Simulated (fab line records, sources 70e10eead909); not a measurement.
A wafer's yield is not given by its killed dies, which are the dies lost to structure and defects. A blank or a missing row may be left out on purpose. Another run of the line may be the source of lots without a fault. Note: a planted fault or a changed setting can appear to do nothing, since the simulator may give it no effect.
Matching of chambers | flow nand_harc | 3 sister chambers for NHARC_P_M0_PRE_CLEAN_31 on pecvd-01
The step time 12 s. 30 wafers are shown with their chamber, then 12 later ones without.

## WAFERS PAIRED WITH THEIR CHAMBERS
wafer  | chamber | heater_power_w (W)
L074.1 | 2       | 779
L074.2 | 1       | 603
L074.6 | 1       | 584
L077.2 | 1       | 628
L077.4 | 2       | 721
L077.5 | 0       | 631
L079.2 | 2       | 696
L079.4 | 2       | 694
L079.5 | 1       | 663
L079.1 | 1       | 647
L079.3 | 0       | 539
L079.6 | 0       | 564
L081.1 | 1       | 617
L081.4 | 0       | 621
L081.5 | 1       | 622
L082.3 | 0       | 536
L082.4 | 0       | 518
L082.5 | 2       | 703
L084.2 | 1       | 637
L084.3 | 2       | 727
L084.6 | 0       | 653
L084.1 | 0       | 642
L084.4 | 2       | 724
L084.5 | 1       | 672
L085.2 | 0       | 553
L085.3 | 1       | 638
L085.6 | 2       | 593
L086.1 | 0       | 640
L086.3 | 1       | 643
L086.4 | 1       | 679

SIGNATURES (averages over the wafers above)
reading        | chamber 0 | chamber 1 | chamber 2 | scatter within a chamber
heater_power_w | 589.70    | 636.08    | 704.62    | 44
Rule: a wafer's distance from a chamber is the root of the sum, over the readings, of the square of ((its reading less the chamber's mean) divided by the reading's scatter). If the next closest chamber is less than 2 further off than the closest, the wafer can't be placed; otherwise it belongs to the closest. The scatter: the root of (the sum of the squares of (reading less its chamber's mean) over the shown wafers, divided by (wafers less chambers)).

## WAFERS MISSING THEIR CHAMBER
wafer  | heater_power_w (W)
L086.2 | 736
L086.5 | 717
L086.6 | 625
L087.1 | 585
L087.2 | 659
L087.3 | 645
L091.2 | 651
L091.3 | 722
L091.4 | 708
L092.2 | 638
L092.4 | 608
L092.6 | 621

## CHAMBER TAKEN BY EACH
wafer  | from the rows above          | in truth
L086.2 | can't be placed: 2 or 1      | 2
L086.5 | can't be placed: 2 or 1      | 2
L086.6 | can't be placed: 1 or 0 or 2 | 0
L087.1 | can't be placed: 0 or 1      | 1
L087.2 | can't be placed: 1 or 2 or 0 | 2
L087.3 | can't be placed: 1 or 0 or 2 | 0
L091.2 | can't be placed: 1 or 2 or 0 | 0
L091.3 | can't be placed: 2 or 1      | 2
L091.4 | can't be placed: 2 or 1      | 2
L092.2 | can't be placed: 1 or 0 or 2 | 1
L092.4 | can't be placed: 0 or 1 or 2 | 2
L092.6 | can't be placed: 1 or 0 or 2 | 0
0 of 12 placed correctly. From these rows, 12 cannot be placed; in 12 the true chamber is one of the candidates. Placed wrongly: 0.
